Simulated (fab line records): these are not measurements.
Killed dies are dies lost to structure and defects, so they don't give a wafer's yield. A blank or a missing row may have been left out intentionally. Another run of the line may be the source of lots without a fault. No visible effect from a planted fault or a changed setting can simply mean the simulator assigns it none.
A struck lot beside a sound one ; flow nandHarc ; 14 steps out of a route of 1159
Sound: wafers L130.3, L130.4, L130.6. Wafers struck: L134.1, L134.4, L134.5. At the end, the cause is stated.
For every step that has rows: the tool of each side, followed by ch and its chambers, followed by its first start. Under that, the readings that differ: sound wafers ; struck wafers ; difference of the means ; sigmas: that difference in standard deviations of wafers without a fault.
alike: a reading whose means differ by less than 2 such deviations, as well as words and numbers matching on both sides. not compared: withheld readings; readings where some wafer has no value; bounds like >300 that might hide an equal value; numbers whose values overlap and for which the record gives no deviation.
The two part at a step that has a row with sigmas, a row that says differs or no value, or rows on one side only. Non-overlapping numbers with no deviation appear without sigmas and do not part them. A reading that every wafer of one side lacks parts them only if that side has two wafers or more.

first, 4 steps without rows for these wafers: NHARC_A_ZERO_WELL_STRIP_14 (strips in SPM, time 900 s); NHARC_A_ZERO_WELL_IMPLANT_15; NHARC_A_ZERO_WELL_PRECLEAN_22 (cleans in SC1, time 60 s); NHARC_A_ZERO_WELL_SRD_23.
NHARC_A_ZERO_WELL_RTA_16: time 10 s.
  sound on rtpAnneal-01 ch 0, day 7 20:15; struck on rtpAnneal-02 ch 0, day 8 19:43
reading;sound;struck;difference;sigmas
lampPowerPct (%);30.70 30.70 30.73;31.14 31.15 31.12;+0.43;+3
lamp_zone_7_pct (%);31.23 31.24 31.23;31.61 31.64 31.68;+0.41;+3
  alike: wafer_temp_C_max
NHARC_A_ZERO_WELL_INSPECT_17:
  sound on defectInspect-02, day 7 20:23; struck on defectInspect-01, day 8 19:54
  alike: rawDefectCount
then, 3 steps without rows for these wafers: NHARC_A_SOURCE_PLATE_PRECLEAN_00 (cleans in HF-LAST, time 60 s); NHARC_A_SOURCE_PLATE_SRD_01; NHARC_A_SOURCE_PLATE_OXIDE_02 (material SiO2, target thk 10 nm, ox time 1362 s).
NHARC_A_SOURCE_PLATE_THK_MEAS_09: measures by ellipsometry.
  sound on filmMetro-01, day 8 02:28; struck on filmMetro-01, day 9 02:11
  alike: thkNm
then, 1 step without rows for these wafers: NHARC_A_SOURCE_PLATE_PVD_04 (deposits WSi2, target thk 50 nm).
NHARC_A_SOURCE_PLATE_CVD_03: deposits poly-Si, target thk 200 nm, time 4000 s.
  sound on lpcvdPoly-01 ch 0, day 8 05:12; struck on lpcvdPoly-04, day 9 04:45
  no value came back on the struck wafers for pressureMtorr (mTorr), runLengthS (s); on the sound wafers pressureMtorr (mTorr) reads 200.3 200.1 200.2
then, 1 step without rows for these wafers: NHARC_A_SOURCE_PLATE_ANNEAL_05 (time 1800 s).
NHARC_A_SOURCE_PLATE_THK_MEAS_06: measures by ellipsometry.
  sound on filmMetro-02, day 8 15:33; struck on filmMetro-02, day 9 15:17
reading;sound;struck;difference;sigmas
thkNm (nm);200.0 198.3 195.8;50.4 51.9 49.5;-147.4;-70

## WHERE THEY PART
Earliest at NHARC_A_ZERO_WELL_RTA_16; latest, in this record, at NHARC_A_SOURCE_PLATE_THK_MEAS_06.

WHY: what the simulator had put in
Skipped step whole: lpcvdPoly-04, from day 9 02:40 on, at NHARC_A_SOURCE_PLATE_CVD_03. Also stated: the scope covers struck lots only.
